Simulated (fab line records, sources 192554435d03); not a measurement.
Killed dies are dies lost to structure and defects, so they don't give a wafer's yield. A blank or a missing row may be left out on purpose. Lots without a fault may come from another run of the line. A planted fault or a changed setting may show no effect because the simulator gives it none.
Chamber matching | flow n5_finfet | N5_BEOL_M13_ETCH_38 on rie_diel-02: 4 sister chambers
The step etches SiCN in CF4/N2, target depth 67.5 nm, time 71.9 s. 8 wafers are shown with their chamber, then 7 later ones without.

WAFERS WITH THEIR CHAMBER
wafer  | chamber | drypump_motor_current_A (A) | showerhead_plenum_p_Torr (Torr)
L078.1 | 0       | 5.6                         | 2.26
L078.3 | 1       | 5.6                         | 2.11
L083.4 | 0       | 5.6                         | 2.26
L089.1 | 1       | 5.6                         | 2.10
L089.4 | 3       | 5.3                         | 2.22
L089.6 | 2       | 5.9                         | 2.20
L093.3 | 3       | 5.4                         | 2.22
L093.4 | 2       | 5.9                         | 2.19

WAFERS WITHOUT THEIR CHAMBER
wafer  | drypump_motor_current_A (A) | showerhead_plenum_p_Torr (Torr)
L093.5 | 5.6                         | 2.10
L096.1 | 5.3                         | 2.22
L096.2 | 5.6                         | 2.10
L096.6 | 5.6                         | 2.10
L097.1 | 5.6                         | 2.09
L097.3 | 5.6                         | 2.25
L097.5 | 5.6                         | 2.09

WHICH CHAMBER EACH WENT THROUGH
wafer  | from the rows above | in truth
L093.5 | 1                   | 1
L096.1 | 3                   | 3
L096.2 | 1                   | 1
L096.6 | 1                   | 1
L097.1 | 1                   | 1
L097.3 | 0                   | 0
L097.5 | 1                   | 1
Placed correctly: 7 of 7. Can't be placed from these rows: 0. Placed wrongly: 0.
How it was worked out, from the rows above alone: a wafer's distance from a chamber is the root of the sum, over the readings, of the square of ((its reading less the chamber's mean) divided by the reading's scatter). The wafer belongs to the nearest chamber; if the next one is less than 2 further off, it can't be placed. A chamber's mean is the mean of its shown wafers. The scatter: the root of (the sum of the squares of (reading less its chamber's mean) over the shown wafers, divided by (wafers less chambers)).
